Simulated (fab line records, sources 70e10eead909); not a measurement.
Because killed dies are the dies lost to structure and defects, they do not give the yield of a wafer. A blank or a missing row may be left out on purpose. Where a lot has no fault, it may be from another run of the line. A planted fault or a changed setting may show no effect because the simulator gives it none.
8D (eight disciplines) problem report, filled in by code	flow nand harc	the parts of the form that need people (team, actions taken, sign-off) are left out

1. PROBLEM STATEMENT
killed at periphery at NHARC_END_SORT_01 reads a mean of 599.0 on 1 wafer of 1 lot; wafers without a fault read 4.2 with a standard deviation of 2.8. So: +99 or more standard deviations from the usual mean.
Earliest sighting: wafer L218.6 on prober-02 at day 33 09:52. The record holds 3 wafers of 1 lot with a number at this step. Rule for "out" (also "out of limits"): further than 4 standard deviations from the usual mean. Any other wafer with a number is counted as sound.

2. WHAT THIS IS AND IS NOT
question	is	is not
which readings at this step	killed at periphery, defect limited yield, killed at other, killed dies	killed at array, killed open, killed short
which lots	L218	-
which wafers of those lots	L218.6	L218.3, L218.5
read on which gauges	prober-02	-
when	from day 33 09:52	up to then (2 sound wafers)

3. THE SUSPECTS, EACH WITH WHAT RULES IT OUT
Counting: if a tool at a process step up to the reading ran every lot that is out, it stays a suspect. Sound lots after the first of them don't rule it out here, since some wafers of a struck lot are sound.
- the gauge at NHARC_END_SORT_01: kept. All the wafers that are out were read on prober-02, and no step on other tools shows them out.
- pvd sputter-01 at NHARC_P_M1_PVD_21 (deposits Cu, target thk 30 nm, time 20.49 s): kept. It ran the lot that is out, L218 (day 14 07:29).
- pvd sputter-03 at NHARC_A_BONDPAD_DEGAS_25 (time 60 s): kept. It ran the lot that is out, L218 (day 31 06:32).
- pvd sputter-03 at NHARC_A_BONDPAD_PVD_17 (deposits TaN, target thk 5 nm, time 8.06 s): kept. It ran the lot that is out, L218 (day 33 07:31). Because NHARC_A_BONDPAD_PVD_17 lacks a start for some lots, the hours and order of its lots are taken from NHARC_END_SORT_01.
Left after counting: pvd sputter-01 at NHARC_P_M1_PVD_21, pvd sputter-03 at NHARC_A_BONDPAD_DEGAS_25, pvd sputter-03 at NHARC_A_BONDPAD_PVD_17, prober-02 at NHARC_END_SORT_01.

4. THE CAUSE (what the simulator had put in)
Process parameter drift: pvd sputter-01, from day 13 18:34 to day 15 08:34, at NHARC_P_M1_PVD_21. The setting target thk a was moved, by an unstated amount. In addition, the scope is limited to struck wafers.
Of the 4 suspects that counting leaves, this tool is one.

5. THE CHAIN OF EFFECTS, in route order
Rows list readings where the struck wafers' mean (over those with a number) sits beyond 3 standard deviations from the usual. Scope: only readings with a usual standard deviation given in the record; hours: median across lots of the time from each lot's start at the first step in this table that gives one to its start at this step; sigmas: change in usual standard deviations.
hours	step	reading	usual	on struck wafers	change	sigmas
0	NHARC_END_SORT_01	defect limited yield	90 %	1	-89	-26
0	NHARC_END_SORT_01	killed at other	1.0	8.0	+7.0	+5.0
0	NHARC_END_SORT_01	killed at periphery	4.2	599.0	+594.8	+99 or more
0	NHARC_END_SORT_01	killed dies	67	673	+606	+26

6. HOW IT WOULD HAVE BEEN CAUGHT EARLIER
The first out-of-limits reading at a measuring or inspecting step in this record came at day 33 09:52, 471 hours after the fault's start at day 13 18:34.
Tool readings at NHARC_P_M1_PVD_21 with a usual standard deviation given in the record: none out on any struck wafer, hence no alarm at a limit of 4 standard deviations on them.
All the lots that are out (1) had begun NHARC_P_M1_PVD_21 on pvd sputter-01 by day 33 09:52. Holding the tool at that point would not have protected any of them.
